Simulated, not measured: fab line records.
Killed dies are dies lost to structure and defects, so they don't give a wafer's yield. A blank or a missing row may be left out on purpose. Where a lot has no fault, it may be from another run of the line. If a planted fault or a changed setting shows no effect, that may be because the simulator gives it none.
Struck lot and sound lot, side by side -- flow nand harc -- 15 steps out of a route of 1159
Sound: wafers L489.3, L489.5, L489.6. The struck wafers were L494.2, L494.4, L494.5. The cause is given at the end.
For every step that has rows: the tool of each side, followed by ch and its chambers, followed by its first start. Under that, the readings that differ: sound wafers -- struck wafers -- difference of the means -- sigmas: that difference in standard deviations of wafers without a fault.
alike: same words and numbers on both sides, and readings whose means sit less than 2 such deviations apart. not compared: any withheld reading, any reading some wafer has no value for, any bound like >300 that may hide the same value, and any number with overlapping values for which the record gives no deviation.
A row with sigmas, a row that says differs or no value, or rows on one side alone: a step with any of these is where the two part. Numbers that don't overlap but have no deviation are shown without sigmas and don't part them. A reading missing from all wafers of one side parts the sides only when that side holds two or more wafers.

first, 4 steps without rows for these wafers: NHARC_P_M2_EBR_05; NHARC_P_M2_EXPOSE_06 (exposes mask P M2, target cd 170 nm); NHARC_P_M2_PEB_07 (peb time 65 s); NHARC_P_M2_DEVELOP_08 (develop time 35 s).
NHARC_P_M2_CD_MEAS_09: the cd target is 170 nm.
  sound on cd sem-02 ch 0, day 9 09:53; struck on cd sem-01 ch 0, day 10 13:19
  alike: cd nm
NHARC_P_M2_OVL_MEAS_10: pitch 340 nm.
  sound: overlay-01 at day 9 09:58; struck: overlay-02 at day 10 13:25
reading,sound,struck,difference,sigmas
overlay x nm (nm),-1.4 -1.3 -1.1,0.9 0.5 0.9,+2.0,+2
  alike: overlay y nm
NHARC_P_M2_INSPECT_11:
  sound: defect inspect-01 at day 9 10:00; struck: defect inspect-02 at day 10 13:27
  alike: raw defect count
NHARC_P_M2_DESCUM_14: chemistry O2, time 3 s.
  sound on rie diel-12 ch 1,2, day 9 10:04; struck on rie diel-12 ch 1,2, day 10 13:31
  alike: drypump motor current A, oes product au, rf vpp V, showerhead plenum p Torr, throttle valve pct
  not compared: rf hours counter h
NHARC_P_M2_ETCH_35: etches the open film in N2/H2, target depth 40 nm, overetch 12 nm, time 43.94 s.
  sound on rie diel-12 ch 0,1, day 9 10:09; struck on rie diel-12 ch 1,2,3, day 10 13:35
  alike: drypump motor current A, oes product au, rf vpp V, run length s, showerhead plenum p Torr, throttle valve pct
  not compared: rf hours counter h
NHARC_P_M2_ETCH_15: etches the open film in C4F8/Ar, target depth 182.5 nm, time 91.2 s.
  sound: rie diel-12 ch 0,2,3; struck: rie diel-12 ch 0,1
  alike: oes product au, rf vpp V, run length s
  not compared: rf hours counter h
NHARC_P_M2_CD_MEAS_16:
  sound: cd sem-03 at day 9 10:22; struck: cd sem-01 at day 10 13:49
  alike: cd nm
NHARC_P_M2_STRIP_18: strips in N2/H2.
  sound on rie diel-09 ch 0,1,2, day 9 10:33; struck on rie diel-12 ch 1,2, day 10 13:55
  alike: drypump motor current A, oes product au, rf vpp V, showerhead plenum p Torr, throttle valve pct
  not compared: rf hours counter h
NHARC_P_M2_ETCH_28: etches the open film in CF4/N2, target depth 30 nm, time 72.99 s.
  sound on rie diel-09 ch 2,3, day 9 11:08; struck on rie diel-12 ch 1,3, day 10 14:10
reading,sound,struck,difference,sigmas
run length s (s),93.8 93.9 94.6,98.7 98.4 98.0,+4.3,+10
  alike: drypump motor current A, oes product au, rf vpp V, showerhead plenum p Torr, throttle valve pct
  not compared: rf hours counter h
then, 1 step without rows for these wafers: NHARC_P_M2_STRIP_19 (strips in post etch residue remover, time 600 s).
-- record jumps: 13 days between struck wafers' starts before vs after; left off in module P_M2, resumes in module END, first step shown is number 1159 of the route --
NHARC_END_SORT_01:
  sound on prober-02 ch 0, day 22 15:03; struck on prober-01 ch 0, day 23 13:30
reading,sound,struck,difference,sigmas
sort rim yield pct (%),97 98 98,89 92 90,-7,-2
  alike: defect limited yield, killed at array, killed at other, killed at periphery, killed dies, killed open, killed short, sort_bin_2_pct, sort_bin_3_pct, sort_bin_4_pct, sort n pass, sort yield pct

## WHERE THEY PART
Last at NHARC_END_SORT_01 as far as this record goes, first at NHARC_P_M2_OVL_MEAS_10.

WHY: whatever the simulator had introduced
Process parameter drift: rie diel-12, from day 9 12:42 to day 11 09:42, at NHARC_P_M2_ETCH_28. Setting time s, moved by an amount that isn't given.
